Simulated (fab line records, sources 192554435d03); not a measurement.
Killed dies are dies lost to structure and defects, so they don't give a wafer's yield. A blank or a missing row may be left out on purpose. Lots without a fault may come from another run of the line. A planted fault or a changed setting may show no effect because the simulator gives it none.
Which tool did it? | flow n5_finfet | 12 lots, 36 wafers sampled, at 1 step of a route of 1938

WHAT THE GAUGES READ, wafer by wafer
N5_BEOL_M10_OVL_MEAS_12.
lot  | measured     | on         | M10_OVL (nm)
L075 | day 9 23:34  | overlay-01 | -2.2 -1.7 -2.0
L078 | day 10 12:10 | overlay-01 | -0.3 -1.4 -0.2
L079 | day 11 03:59 | overlay-02 | -0.6 -0.8 -0.6
L081 | day 11 19:07 | overlay-02 | -0.5 -0.1 0.3
L082 | day 12 06:43 | overlay-01 | -2.0 -1.3 -1.8
L084 | day 12 15:48 | overlay-02 | -1.2 -1.4 -1.0
L087 | day 13 06:49 | overlay-01 | 0.3 0.5 0.4
L089 | day 13 08:43 | overlay-01 | -0.9 -0.3 -0.7
L091 | day 14 02:20 | overlay-01 | -0.3 -1.0 -1.0
L095 | day 15 05:17 | overlay-01 | 1.2 1.9 0.1
L094 | day 15 05:40 | overlay-02 | -0.6 0.1 -1.4
L097 | day 15 20:49 | overlay-01 | -0.4 -2.4 0.1

WHICH TOOL RAN EACH LOT (tool, then ch and the chambers of the sampled wafers, then the start)
The record holds no process step before these readings.

THE ANSWER, worked out from the rows above alone
Rule: what is usual is taken from the lots themselves. Put in order of their means at a reading, lots are off if they are a third of the lots or fewer, leave a main group of 4 or more, and stand apart from it by a gap of 3 or more times the standard deviation of the main group's means; of several such gaps the widest counts. A main group whose means are all the same, to the digits that the tables above print for the reading, isn't used. A lot without any number at a reading at which 4 lots or more have one is off too. The other lots that the step has rows for count as sound.
No lot is off at any reading shown: from this, nothing can be told.

WHAT THE SIMULATOR HAD PUT IN
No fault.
